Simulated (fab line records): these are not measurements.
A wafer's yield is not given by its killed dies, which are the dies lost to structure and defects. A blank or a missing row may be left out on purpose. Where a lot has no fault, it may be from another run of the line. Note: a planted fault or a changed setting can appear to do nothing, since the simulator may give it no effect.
fab line records	flow n5-finfet
[record] lots = 10	wafers = 30	last-day = 17
route steps=1938 shown BEOL_M3@979 MIM_BOT_LITHO@1863 PASSIVATION@1911
lots with no fault: from the same line, run without faults
start-h: start of the lot's first displayed wafer, in hours after the record's first day	wait-h: how many hours have passed since the lot's step before this one	" same as the row above	L1.1+2: one row covering several wafers at once	- no value, or no start given	* or withheld: withheld	< > ~ a bound
route shown NAME@n: names a module that has steps shown in the file, with the first one's number in the route	usual: mean/standard deviation of fault-free wafers	same: alike in all rows	chamber/n: place in a boat	sites: per-site readings	_std_site: standard deviation of those values	_edge_site: the outer-site mean with the inner-site mean subtracted	radius-mm: for every site, how far away it sits from the centre of the wafer	mask NAME#n: copy n	behind: tool/chamber where the wafer was last shaped	hold: what put the lot on hold/how long, in hours/how the hold closed	device: transistor that didn't switch, given as n, p or np	end of line: the same wafers' tests at the end of the route	step lacking rows: just its recipe	killed: at the first sort, the dies lost to defects and structure; wafer yield is something else	map: shows each die of a wafer: x if killed, . if not, _ if none is there
set.NAME: the setting that was run; set.NAME@STEP: the one run at that earlier step	model.NAME: the simulator's own value behind a step, which no gauge read
a sample of lots followed through the steps of the route, with each step as a table and each wafer as a row
services: when a tool's chamber went out of use (start-h, in hours from the record's first day, below 0 if earlier), for how many hours, and the reason
[[steps]]
[step N5_BEOL_M3_STRIP_36]
[recipe] chemistry = N2/H2	power-w = 450	temp-c = 40	pressure-mtorr = 20	rf-frequency-hz = 6e+07	overash-fraction = 0.3	bias-power-w = 7	h2-frac = 0.5	n2-flow-sccm = 200	h2-flow-sccm = 200
[usual] drypump-motor-current-A = 5.90/0.27	oes-product-au = 0.78/0.081	rf-vpp-V = 59.2/1.4	showerhead-plenum-p-Torr = 2.55/0.076	throttle-valve-pct = 23.50/0.27
lot.wafer	tool	chamber	start-h	wait-h	drypump-motor-current-A	oes-product-au	rf-hours-counter-h	rf-vpp-V	showerhead-plenum-p-Torr	throttle-valve-pct
L513.3	rie-diel-06	0	147.83	0.0	5.78	0.72	164	58.0	2.68	23.89
L513.4	"	1	"	"	6.50	0.89	45	59.1	2.56	23.23
L513.5	"	1	"	"	6.51	0.89	-	58.6	2.56	23.23
L514.2	rie-diel-02	0	151.23	0.0	5.49	0.96	7	57.6	2.48	23.49
L514.4	"	2	"	"	5.96	0.75	-	61.7	2.54	23.43
L514.6	"	1	"	"	5.98	0.86	-	59.3	2.68	23.17
L518.1	rie-diel-02	2	181.76	0.0	5.97	0.74	166	59.4	2.54	23.46
L518.4	"	1	"	"	5.98	0.83	63	58.9	2.68	23.15
L518.5	"	2	"	"	5.94	0.75	-	60.5	2.54	23.44
L521.1	rie-diel-02	1	197.63	0.0	5.99	0.83	69	61.9	2.67	23.13
L521.2	"	0	"	"	5.49	0.92	23	58.8	2.47	23.50
L521.6	"	3	"	"	6.17	0.90	-	57.3	2.51	23.79
L524.1	rie-diel-02	3	210.31	0.0	6.16	0.89	20	58.3	2.51	23.76
L524.3	"	0	"	"	5.46	0.91	28	61.5	2.47	23.51
L524.6	"	0	"	"	5.47	0.89	-	59.6	2.47	23.47
L527.1	rie-diel-06	2	230.27	0.0	6.02	0.70	213	58.6	2.48	23.06
L527.3	"	0	"	"	5.78	0.70	188	59.3	2.66	23.89
L527.6	"	3	"	"	5.78	0.71	-	61.3	2.50	23.82
L529.2	rie-diel-03	2	242.07	0.0	6.03	0.79	104	59.2	2.57	23.77
L529.5	"	2	"	"	6.05	0.79	-	58.8	2.57	23.75
L529.6	"	3	"	"	5.86	0.69	-	59.0	2.61	23.53
L531.2	rie-diel-06	0	265.81	0.0	5.78	0.69	199	59.8	2.66	23.92
L531.3	"	3	"	"	5.76	0.69	240	59.3	2.50	23.82
L531.5	"	2	"	"	6.04	0.69	-	59.9	2.47	23.11
L535.3	rie-diel-06	1	281.35	0.0	6.49	0.84	84	62.5	2.54	23.27
L535.5	"	0	"	"	5.76	0.69	-	59.8	2.66	23.91
L535.6	"	1	"	"	6.52	0.83	-	58.5	2.54	23.25
L536.1	rie-diel-02	0	284.42	0.0	5.44	0.87	51	56.2	2.46	23.56
L536.2	"	1	"	"	5.97	0.79	96	59.3	2.66	23.18
L536.6	"	1	"	"	5.96	0.78	-	59.1	2.66	23.19
[step N5_MIM_BOT_LITHO_OVL_MEAS_11]
[recipe] points-per-wafer = 44
[usual] MIM_BOT_OVL = 3/4.9
lot.wafer	tool	chamber	start-h	wait-h	MIM_BOT_OVL[nm]
L513.3	overlay-02	0	248.55	0.0	5
L513.4	"	0	"	"	4
L513.5	"	0	"	"	3
L514.2	overlay-02	0	259.46	0.0	8
L514.4	"	0	"	"	1
L514.6	"	0	"	"	8
L518.1	overlay-02	0	284.26	0.0	-5
L518.4	"	0	"	"	0
L518.5	"	0	"	"	-6
L521.1	overlay-02	0	304.79	0.0	2
L521.2	"	0	"	"	0
L521.6	"	0	"	"	0
L524.1	overlay-01	0	324.59	0.0	8
L524.3	"	0	"	"	1
L524.6	"	0	"	"	11
L527.1	overlay-02	0	345.16	0.0	-2
L527.3	"	0	"	"	-5
L527.6	"	0	"	"	-3
L529.2	overlay-01	0	357.26	0.0	10
L529.5	"	0	"	"	4
L529.6	"	0	"	"	1
L531.2	overlay-01	0	371.61	0.0	-1
L531.3	"	0	"	"	0
L531.5	"	0	"	"	-8
L535.3	overlay-01	0	393.00	0.0	3
L535.5	"	0	"	"	3
L535.6	"	0	"	"	-9
L536.1	overlay-02	0	394.09	0.0	1
L536.2	"	0	"	"	-5
L536.6	"	0	"	"	3
[step N5_PASSIVATION_STRIP_34]
[recipe] chemistry = O2	power-w = 600	temp-c = 60	pressure-mtorr = 30	rf-frequency-hz = 6e+07	bias-power-w = 0	overash-fraction = 2	o2-flow-sccm = 225
[usual] drypump-motor-current-A = 5.2/0.55	oes-product-au = 0.84/0.081	rf-vpp-V = 3.8/1.6	showerhead-plenum-p-Torr = 2.08/0.078	throttle-valve-pct = 16.52/0.19
lot.wafer	tool	chamber	start-h	wait-h	drypump-motor-current-A	oes-product-au	rf-hours-counter-h	rf-vpp-V	showerhead-plenum-p-Torr	throttle-valve-pct
L513.3	rie-diel-01	0	256.72	0.1	4.9	0.88	41	4.8	2.04	16.45
L513.4	"	2	"	"	6.3	0.93	10	2.4	2.04	16.36
L513.5	"	3	"	"	4.9	0.96	-	3.3	2.07	16.35
L514.2	rie-diel-05	3	263.85	0.1	4.9	0.70	218	7.1	2.00	16.93
L514.4	"	3	"	"	4.8	0.71	-	5.2	2.00	16.89
L514.6	"	2	"	"	5.2	0.79	-	7.6	2.13	16.38
L518.1	rie-diel-04	2	291.40	0.1	5.3	0.68	239	4.7	2.02	16.76
L518.4	"	0	"	"	5.5	0.90	30	4.0	2.02	16.60
L518.5	"	1	"	"	5.4	0.84	-	3.6	2.24	16.57
L521.1	rie-diel-01	1	308.48	0.1	4.7	0.69	247	2.4	2.14	16.93
L521.2	"	3	"	"	4.8	0.87	36	3.4	2.06	16.29
L521.6	"	1	"	"	4.7	0.69	-	4.8	2.14	16.89
L524.1	rie-diel-05	2	328.55	0.1	5.2	0.79	110	3.5	2.12	16.38
L524.3	"	1	"	"	6.4	0.72	213	5.8	1.99	16.77
L524.6	"	3	"	"	4.9	0.70	-	4.8	1.99	16.97
L527.1	rie-diel-01	0	351.80	0.2	4.9	0.82	76	3.1	2.03	16.56
L527.3	"	3	"	"	4.8	0.86	53	2.3	2.06	16.41
L527.6	"	2	"	"	6.3	0.87	-	5.0	2.03	16.47
L529.2	rie-diel-04	1	363.29	0.1	5.4	0.79	74	5.1	2.23	16.53
L529.5	"	2	"	"	5.3	0.92	-	6.0	2.28	16.26
L529.6	"	1	"	"	5.4	0.84	-	4.3	2.23	16.55
L531.2	rie-diel-01	3	378.90	0.1	4.9	0.86	61	3.9	2.05	16.38
L531.3	"	1	"	"	4.7	0.95	15	2.9	2.14	16.40
L531.5	"	0	"	"	4.9	0.80	-	1.6	2.02	16.52
L535.3	rie-diel-01	3	397.07	0.1	4.8	0.85	67	2.4	2.05	16.39
L535.5	"	1	"	"	4.7	0.94	-	3.3	2.13	16.41
L535.6	"	2	"	"	6.3	0.85	-	4.0	2.02	16.43
L536.1	rie-diel-01	0	400.29	0.2	4.9	0.81	92	1.7	2.02	16.63
L536.2	"	2	"	"	6.3	0.84	65	1.1	2.02	16.47
L536.6	"	1	"	"	4.7	0.92	-	6.0	2.13	16.43
[step N5_PASSIVATION_CD_MEAS_44]
[recipe] target-cd-nm = 40000	landing-energy-ev = 500	detector = se-inlens
[usual] cd-nm = 40001/5.7
lot.wafer	tool	chamber	start-h	wait-h	cd-nm
L513.3	cd-sem-01	0	257.85	-	39997
L513.4	"	0	"	"	40007
L513.5	"	0	"	"	40005
L514.2	cd-sem-01	0	264.93	-	40004
L514.4	"	0	"	"	39997
L514.6	"	0	"	"	40004
L518.1	cd-sem-01	0	292.45	-	39996
L518.4	"	0	"	"	39997
L518.5	"	0	"	"	40003
L521.1	cd-sem-03	0	309.53	-	40010
L521.2	"	0	"	"	40000
L521.6	"	0	"	"	40008
L524.1	cd-sem-03	0	329.61	-	40009
L524.3	"	0	"	"	40008
L524.6	"	0	"	"	40008
L527.1	cd-sem-01	0	352.98	-	40015
L527.3	"	0	"	"	40015
L527.6	"	0	"	"	40012
L529.2	cd-sem-02	0	364.46	-	40003
L529.5	"	0	"	"	39999
L529.6	"	0	"	"	40007
L531.2	cd-sem-01	0	379.96	-	39992
L531.3	"	0	"	"	40001
L531.5	"	0	"	"	39998
L535.3	cd-sem-01	0	398.35	-	39993
L535.5	"	0	"	"	40000
L535.6	"	0	"	"	39992
L536.1	cd-sem-01	0	401.61	-	40002
L536.2	"	0	"	"	40010
L536.6	"	0	"	"	40005
[step N5_PASSIVATION_PROBE_49]
[usual] defect-limited-yield = 91.1/1.5	killed_at_M0_to_M3 = 35/11	killed_at_M4_up = 13/5.7	killed-at-contacts = 12/5.7	killed-at-front-end = 40/11	killed-at-other = 4/4.4	killed-dies = 105/18	killed-open = 68/14	killed-short = 34/7.4	sort_bin_4_leakage = 0.00/0.011	sort_bin_5_function = 5.2/1	sort_bin_6_memory = 3.3/0.67	sort_bin_8_speed = 0.04/0.29	sort-n-pass = 1074/18	sort-yield-pct = 91.0/1.5
[same] gross-dies = 1180	killed-at-back-side = 0
lot.wafer	tool	chamber	start-h	wait-h	defect-limited-yield[%]	killed_at_M0_to_M3	killed_at_M4_up	killed-at-contacts	killed-at-front-end	killed-at-other	killed-dies	killed-open	killed-short	sort_bin_4_leakage[%]	sort_bin_5_function[%]	sort_bin_6_memory[%]	sort_bin_8_speed[%]	sort-n-pass	sort-yield-pct[%]
L513.3	prober-02	-	261.83	0.9	89.1	36	10	12	48	23	129	71	46	0	6.8	3.3	0	1051	89.1
L513.4	prober-02	-	261.88	0.9	91.7	32	14	2	40	10	98	61	32	0	4.2	3.6	0	1082	91.7
L513.5	prober-02	-	261.93	1.0	89.7	52	26	10	29	5	122	84	37	0	6.1	3.9	0	1058	89.7
L518.1	prober-02	-	296.05	0.0	87.5	85	9	6	36	11	147	48	39	0	8.1	2.9	0	1033	87.5
L518.4	prober-02	-	296.20	0.2	81.7	144	16	16	40	0	216	84	25	0	12.2	5.1	0	964	81.7
L518.5	prober-02	-	296.25	0.2	87.3	89	15	6	32	8	150	63	28	0	8.2	3.4	0	1030	87.3
L521.1	prober-02	-	312.66	0.0	79.8	139	10	9	41	39	238	62	26	0	14.0	4.4	0	942	79.8
L521.2	prober-02	-	312.71	0.1	82.6	140	4	12	46	3	205	56	43	0	10.2	5.3	0	975	82.6
L521.6	prober-02	-	312.91	0.3	81.1	130	14	12	65	2	223	81	27	0.08	12.3	5.0	0	956	81.0
L524.1	prober-02	-	332.75	0.0	85.9	126	7	3	25	5	166	35	20	0	9.0	3.6	0.08	1013	85.8
L524.3	prober-02	-	332.85	0.1	85.8	117	12	8	28	3	168	42	22	0	9.7	2.8	0	1012	85.8
L524.6	prober-02	-	333.00	0.3	85.8	113	13	12	28	1	167	41	22	0	9.0	3.9	0	1013	85.8
L527.1	prober-02	-	356.17	0.0	90.5	34	17	10	50	1	112	76	34	0	6.4	2.8	0	1068	90.5
L527.6	prober-02	-	356.42	0.3	91.3	41	7	15	34	6	103	66	37	0	4.9	3.2	0	1077	91.3
L529.2	prober-02	-	367.64	0.1	90.4	25	16	11	55	6	113	70	34	0	5.8	2.7	0	1067	90.4
L529.5	prober-02	-	367.79	0.2	89.6	34	13	9	67	0	123	73	41	0	5.4	3.9	0	1057	89.6
L529.6	prober-02	-	367.84	0.3	92.3	27	10	22	32	0	91	57	34	0	4.2	3.1	0	1089	92.3
L531.2	prober-01	-	383.15	0.1	90.5	24	19	29	39	1	112	75	31	0	5.6	3.4	0	1068	90.5
L531.3	prober-01	-	383.20	0.1	92.8	23	16	9	36	1	85	53	30	0	3.3	3.4	0	1095	92.8
L531.5	prober-01	-	383.30	0.2	92.3	21	9	9	50	2	91	53	32	0	3.6	3.1	0	1089	92.3
L536.1	prober-02	-	405.36	0.0	91.3	26	10	12	49	6	103	61	31	0	4.7	3.1	0	1077	91.3
L536.2	prober-02	-	405.41	0.1	92.5	41	5	16	27	0	89	68	21	0	4.5	3.0	0	1091	92.5
L536.6	prober-02	-	405.61	0.3	90.4	32	9	21	47	4	113	68	39	0	4.8	4.1	0	1067	90.4
// killed by level:class
L513.3 GATE_CUT:geometric-particle:short=7 BEOL_M0_SAQP:geometric-particle:open=7 BEOL_M1:geometric-particle:short=7 HKMG_FIN:area-etch=7 FIN_SAQP:geometric-particle:open=6 DUMMY_GATE:geometric-particle:open=6 BEOL_M2:geometric-particle:open=6 GATE_CUT:geometric-particle:open=6
L513.4 FIN_SAQP:geometric-particle:open=16 FIN_SAQP:geometric-particle:short=8 BEOL_M3:geometric-particle:open=8 BEOL_M0_SAQP:geometric-particle:open=5 BEOL_M4:geometric-particle:open=5 DUMMY_GATE:geometric-particle:open=4 BEOL_M0_SAQP:geometric-particle:short=4 BEOL_M0:geometric-particle:open=4
L513.5 BEOL_M3:geometric-particle:open=14 BEOL_M5:geometric-particle:open=11 BEOL_M0_SAQP:geometric-particle:open=10 MOL_CONTACT_COAG:geometric-particle:open=8 BEOL_M1:geometric-particle:short=8 FIN_SAQP:geometric-particle:open=5 STI_FIN_REVEAL:geometric-particle:open=5 BEOL_M1:geometric-particle:open=5
L518.1 BEOL_M3:unspecified=50 BEOL_M0_SAQP:geometric-particle:short=12 MIM_TOP_ETCH:area-etch=10 GATE_CUT:geometric-particle:short=9 BEOL_M0_SAQP:geometric-particle:open=9 BEOL_M3:geometric-particle:open=7 MOL_CONTACT_COAG:geometric-particle:open=5 FIN_SAQP:geometric-particle:open=4
L518.4 BEOL_M3:unspecified=107 MOL_CONTACT_COAG:geometric-particle:open=16 FIN_SAQP:geometric-particle:open=9 BEOL_M0_SAQP:geometric-particle:open=9 BEOL_M3:geometric-particle:open=9 STI_FIN_REVEAL:geometric-particle:open=8 BEOL_M4:geometric-particle:open=8 BEOL_M0:geometric-particle:open=7
L518.5 BEOL_M3:unspecified=49 BEOL_M3:geometric-particle:open=9 MIM_TOP_ETCH:area-etch=8 STI_FIN_REVEAL:geometric-particle:open=7 BEOL_M0_SAQP:geometric-particle:open=7 FIN_SAQP:geometric-particle:open=6 BEOL_M2:geometric-particle:open=6 STARTING-WAFER:geometric-particle:open=6
L521.1 BEOL_M3:unspecified=105 PASSIVATION:area-etch=38 STI_FIN_REVEAL:geometric-particle:open=11 BEOL_M0_SAQP:geometric-particle:short=8 MOL_CONTACT_COAG:geometric-particle:open=7 BEOL_M0_SAQP:geometric-particle:open=7 BEOL_M1:geometric-particle:open=7 GATE_CUT:geometric-particle:open=6
L521.2 BEOL_M3:unspecified=106 FIN_SAQP:geometric-particle:short=14 MOL_CONTACT_COAG:geometric-particle:open=12 DUMMY_GATE:geometric-particle:open=9 BEOL_M0_SAQP:geometric-particle:short=7 FIN_SAQP:geometric-particle:open=6 BEOL_M1:geometric-particle:open=6 BEOL_M2:geometric-particle:open=5
L521.6 BEOL_M3:unspecified=101 DUMMY_GATE:geometric-particle:open=23 FIN_CUT:area-etch=12 MOL_CONTACT_COAG:geometric-particle:open=11 BEOL_M2:geometric-particle:open=10 BEOL_M4:geometric-particle:open=9 BEOL_M0_SAQP:geometric-particle:open=8 FIN_SAQP:geometric-particle:short=5
L524.1 BEOL_M3:unspecified=111 BEOL_M1:geometric-particle:open=8 FIN_SAQP:geometric-particle:short=7 FIN_SAQP:geometric-particle:open=5 BEOL_M0_SAQP:geometric-particle:short=3 BEOL_M0_SAQP:geometric-particle:open=3 BEOL_M4:geometric-particle:open=3 STARTING-WAFER:geometric-particle:open=3
L524.3 BEOL_M3:unspecified=103 STI_FIN_REVEAL:geometric-particle:open=8 BEOL_M4:geometric-particle:open=7 MOL_CONTACT_COAG:geometric-particle:open=6 GATE_CUT:geometric-particle:short=5 BEOL_M0_SAQP:geometric-particle:short=5 STI_FIN_REVEAL:geometric-particle:short=4 BEOL_M0_SAQP:geometric-particle:open=3
L524.6 BEOL_M3:unspecified=103 MOL_CONTACT_COAG:geometric-particle:open=10 STI_FIN_REVEAL:geometric-particle:open=8 BEOL_M4:geometric-particle:open=8 FIN_SAQP:geometric-particle:short=7 STI_FIN_REVEAL:geometric-particle:short=3 BEOL_M2:geometric-particle:open=3 GATE_CUT:geometric-particle:short=3
L527.1 FIN_SAQP:geometric-particle:open=13 MOL_CONTACT_COAG:geometric-particle:open=9 FIN_SAQP:geometric-particle:short=8 STI_FIN_REVEAL:geometric-particle:open=8 BEOL_M3:geometric-particle:open=7 BEOL_M4:geometric-particle:open=7 ILD0:geometric-particle:short=6 BEOL_M0_SAQP:geometric-particle:short=6
L527.6 FIN_SAQP:geometric-particle:open=19 MOL_CONTACT_COAG:geometric-particle:open=11 BEOL_M3:geometric-particle:open=10 BEOL_M0_SAQP:geometric-particle:short=7 BEOL_M2:geometric-particle:open=7 BEOL_M0_SAQP:geometric-particle:open=6 FIN_SAQP:geometric-particle:short=5 BEOL_M0:geometric-particle:open=5
L529.2 FIN_SAQP:geometric-particle:open=13 BEOL_M4:geometric-particle:open=11 HKMG_FIN:area-etch=9 FIN_SAQP:geometric-particle:short=8 MOL_CONTACT_COAG:geometric-particle:open=8 BEOL_M1:geometric-particle:open=7 STI_FIN_REVEAL:geometric-particle:open=5 ILD0:geometric-particle:open=5
L529.5 FIN_SAQP:geometric-particle:short=14 BEOL_M1:geometric-particle:open=13 FIN_SAQP:geometric-particle:open=12 HKMG_FIN:area-etch=9 GATE_CUT:geometric-particle:short=8 STI_FIN_REVEAL:geometric-particle:open=7 MOL_CONTACT_COAG:geometric-particle:open=7 BEOL_M4:geometric-particle:open=7
L529.6 FIN_SAQP:geometric-particle:short=18 MOL_CONTACT_COAG:geometric-particle:open=17 BEOL_M1:geometric-particle:open=8 FIN_SAQP:geometric-particle:open=7 BEOL_M0_SAQP:geometric-particle:open=6 MOL_CONTACT_COAG:geometric-particle:short=5 BEOL_M0_SAQP:geometric-particle:short=4 BEOL_M4:geometric-particle:open=4
L531.2 MOL_CONTACT_COAG:geometric-particle:open=22 BEOL_M4:geometric-particle:open=10 FIN_SAQP:geometric-particle:short=7 FIN_SAQP:geometric-particle:open=7 MOL_CONTACT_COAG:geometric-particle:short=7 ILD0:geometric-particle:open=6 BEOL_M0_SAQP:geometric-particle:short=6 BEOL_M1:geometric-particle:open=6
L531.3 BEOL_M0_SAQP:geometric-particle:open=8 FIN_SAQP:geometric-particle:open=7 FIN_SAQP:geometric-particle:short=7 MOL_CONTACT_COAG:geometric-particle:open=7 BEOL_M2:geometric-particle:open=7 STARTING-WAFER:geometric-particle:open=6 GATE_CUT:geometric-particle:short=4 BEOL_M4:geometric-particle:open=4
L531.5 FIN_SAQP:geometric-particle:short=8 FIN_SAQP:geometric-particle:open=7 STI_FIN_REVEAL:geometric-particle:open=7 MOL_CONTACT_COAG:geometric-particle:open=7 HKMG_FIN:area-etch=6 BEOL_M2:geometric-particle:open=5 BEOL_M0_SAQP:geometric-particle:short=5 BEOL_M4:geometric-particle:open=5
L536.1 BEOL_M3:geometric-particle:open=13 STI_FIN_REVEAL:geometric-particle:open=12 FIN_SAQP:geometric-particle:open=8 FIN_SAQP:geometric-particle:short=8 MOL_CONTACT_COAG:geometric-particle:open=8 HKMG_FIN:area-etch=8 BEOL_M2:geometric-particle:open=5 GATE_CUT:geometric-particle:short=4
L536.2 BEOL_M3:geometric-particle:open=17 MOL_CONTACT_COAG:geometric-particle:open=10 FIN_SAQP:geometric-particle:open=8 MOL_CONTACT_COAG:geometric-particle:short=6 BEOL_M1:geometric-particle:open=6 STI_FIN_REVEAL:geometric-particle:open=5 BEOL_M2:geometric-particle:open=5 BEOL_M3:geometric-particle:short=5
L536.6 MOL_CONTACT_COAG:geometric-particle:open=14 BEOL_M3:geometric-particle:open=11 FIN_SAQP:geometric-particle:open=7 MOL_CONTACT_COAG:geometric-particle:short=7 BEOL_M2:geometric-particle:open=7 GATE_CUT:geometric-particle:short=6 GATE_CUT:geometric-particle:open=6 BEOL_M1:geometric-particle:open=6
[[services]]
tool	chamber	start-h	hours	kind
rie-diel-01	0	141.86	-	clean
rie-diel-01	0	141.86	-	consumable-replace:focus-ring
rie-diel-01	0	141.86	13.6	scheduled-down
rie-diel-01	0	141.86	13.6	vent-cycle
rie-diel-04	1	152.74	6.5	repair
rie-diel-01	3	197.18	-	clean
rie-diel-01	3	197.18	-	consumable-replace:focus-ring
rie-diel-01	3	197.18	15.6	scheduled-down
rie-diel-03	-	220.73	0.9	repair
rie-diel-02	3	229.20	1.3	repair
rie-diel-04	-	235.24	2.8	pm
rie-diel-03	0	237.94	16.9	repair
rie-diel-04	-	240.99	2.6	repair
rie-diel-05	1	254.24	8.0	repair
rie-diel-01	0	269.87	1.4	repair
rie-diel-05	-	282.41	10.9	repair
rie-diel-05	2	299.44	23.6	repair
rie-diel-05	1	319.97	6.9	repair
rie-diel-04	2	320.59	4.6	repair
rie-diel-02	2	343.65	3.2	repair
rie-diel-01	1	350.04	2.2	repair
rie-diel-03	1	367.60	2.7	repair
rie-diel-01	3	370.96	4.0	repair
rie-diel-02	0	372.38	12.3	repair
[[key]]
[first-sign] step = N5_PASSIVATION_PROBE_49	reading = killed_at_M0_to_M3	direction = up	sigmas = 7.8	usual = 35	struck = 120
[effect] step = N5_PASSIVATION_PROBE_49	reading = defect-limited-yield	direction = down	sigmas = 4.6	usual = 91.1	struck = 84.2
[more-kills-born-at] N5_BEOL_M3_STRIP_36@rie-diel-02 = 835
met-at N5_BEOL_M3_STRIP_36
struck-lots L518,L521,L524
[baseline-loss] step = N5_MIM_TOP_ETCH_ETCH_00	wafers = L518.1
[baseline-loss] step = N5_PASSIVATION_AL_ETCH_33	wafers = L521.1
[baseline-loss] step = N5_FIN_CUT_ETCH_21	wafers = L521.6
not-acting-at N5_MIM_BOT_LITHO_OVL_MEAS_11,N5_PASSIVATION_STRIP_34,N5_PASSIVATION_CD_MEAS_44
onset-between 151.23 181.76
[fault] kind = chamber-particle-source	tool = rie-diel-02	chamber = -	onset-h = 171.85	steps = N5_BEOL_M3_STRIP_36	rate-per-visit-cm2 = 0.54833	end-h = 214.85
// baseline-loss: these wafers lose ten dies or more at that step, a loss of the line's own and not of a fault; the sort's usual values leave them out
